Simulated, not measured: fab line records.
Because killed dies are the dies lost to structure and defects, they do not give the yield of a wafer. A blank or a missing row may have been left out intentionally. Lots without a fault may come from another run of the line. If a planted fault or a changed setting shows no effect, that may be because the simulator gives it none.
The tool behind it: which one? / flow nand harc / 12 lots, 36 wafers sampled, at 3 steps of a route of 1302

WHAT THE GAUGES READ, wafer by wafer
NHARC_P_M2_THK_MEAS_24: measures by xrf.
lot=L076; measured=day 7 09:53; on=film metro-02; thk nm (nm)=143.7 143.6 142.2
lot=L077; measured=day 7 21:56; on=film metro-01; thk nm (nm)=145.1 142.8 144.3
lot=L079; measured=day 8 09:13; on=film metro-01; thk nm (nm)=145.1 144.4 144.7
lot=L081; measured=day 9 15:44; on=film metro-02; thk nm (nm)=145.2 145.7 143.8
lot=L083; measured=day 10 10:53; on=film metro-02; thk nm (nm)=143.3 142.7 141.5
lot=L085; measured=day 10 23:50; on=film metro-01; thk nm (nm)=142.9 144.0 144.0
lot=L087; measured=day 11 18:20; on=film metro-02; thk nm (nm)=143.6 147.9 141.7
lot=L089; measured=day 12 12:20; on=film metro-02; thk nm (nm)=142.9 145.1 143.3
lot=L091; measured=day 13 13:52; on=film metro-01; thk nm (nm)=142.9 141.4 143.9
lot=L093; measured=day 14 06:56; on=film metro-01; thk nm (nm)=144.7 147.5 144.3
lot=L095; measured=day 15 06:22; on=film metro-02; thk nm (nm)=144.7 145.8 142.0
lot=L097; measured=day 16 05:06; on=film metro-02; thk nm (nm)=142.7 141.0 143.7

WHICH TOOL RAN EACH LOT (tool, then ch and the chambers of the sampled wafers, then the start)
lot=L076; NHARC_P_M2_ETCH_35=rie diel-08 ch 0,2,3, day 7 07:35; NHARC_P_M2_PVD_21=pvd sputter-03, day 7 09:53 or earlier
lot=L077; NHARC_P_M2_ETCH_35=rie diel-07 ch 0,1,3, day 7 19:37; NHARC_P_M2_PVD_21=pvd sputter-02, day 7 21:56 or earlier
lot=L079; NHARC_P_M2_ETCH_35=rie diel-05 ch 2,3, day 8 06:52; NHARC_P_M2_PVD_21=pvd sputter-01, day 8 09:13 or earlier
lot=L081; NHARC_P_M2_ETCH_35=rie diel-08 ch 0,2, day 9 13:22; NHARC_P_M2_PVD_21=pvd sputter-03, day 9 15:44 or earlier
lot=L083; NHARC_P_M2_ETCH_35=rie diel-08 ch 0,1,2, day 10 08:34; NHARC_P_M2_PVD_21=pvd sputter-03, day 10 10:53 or earlier
lot=L085; NHARC_P_M2_ETCH_35=rie diel-07 ch 0,1,3, day 10 21:32; NHARC_P_M2_PVD_21=pvd sputter-01, day 10 23:50 or earlier
lot=L087; NHARC_P_M2_ETCH_35=rie diel-07 ch 1,2, day 11 16:00; NHARC_P_M2_PVD_21=pvd sputter-02, day 11 18:20 or earlier
lot=L089; NHARC_P_M2_ETCH_35=rie diel-05 ch 0,2,3, day 12 10:00; NHARC_P_M2_PVD_21=pvd sputter-03, day 12 12:20 or earlier
lot=L091; NHARC_P_M2_ETCH_35=rie diel-08 ch 0,1,3, day 13 11:17; NHARC_P_M2_PVD_21=pvd sputter-01, day 13 13:52 or earlier
lot=L093; NHARC_P_M2_ETCH_35=rie diel-07 ch 1,2,3, day 14 04:33; NHARC_P_M2_PVD_21=pvd sputter-01, day 14 06:56 or earlier
lot=L095; NHARC_P_M2_ETCH_35=rie diel-07 ch 0,1,2, day 15 04:03; NHARC_P_M2_PVD_21=pvd sputter-03, day 15 06:22 or earlier
lot=L097; NHARC_P_M2_ETCH_35=rie diel-05 ch 2,3, day 16 02:46; NHARC_P_M2_PVD_21=pvd sputter-02, day 16 05:06 or earlier
- NHARC_P_M2_ETCH_35: etches the open film in N2/H2, target depth 40 nm, overetch 12 nm, time 43.94 s.
- NHARC_P_M2_PVD_21: deposits Cu, target thk 30 nm, time 20.49 s.

THE ANSWER, worked out from the rows above alone
Rule: the lots themselves supply what counts as usual. Put in order of their means at a reading, lots are off if they are a third of the lots or fewer, leave a main group of 4 or more, and stand apart from it by a gap of 3 or more times the standard deviation of the main group's means; of several such gaps the widest counts. The tables above print the reading to a certain number of digits; a main group whose means all agree to those digits is not used. Also off: a lot with no number at a reading for which 4 or more lots have one. The other lots that the step has rows for count as sound.
Nothing can be told from this: no lot is off at any reading shown.

WHAT WAS PUT IN BY THE SIMULATOR
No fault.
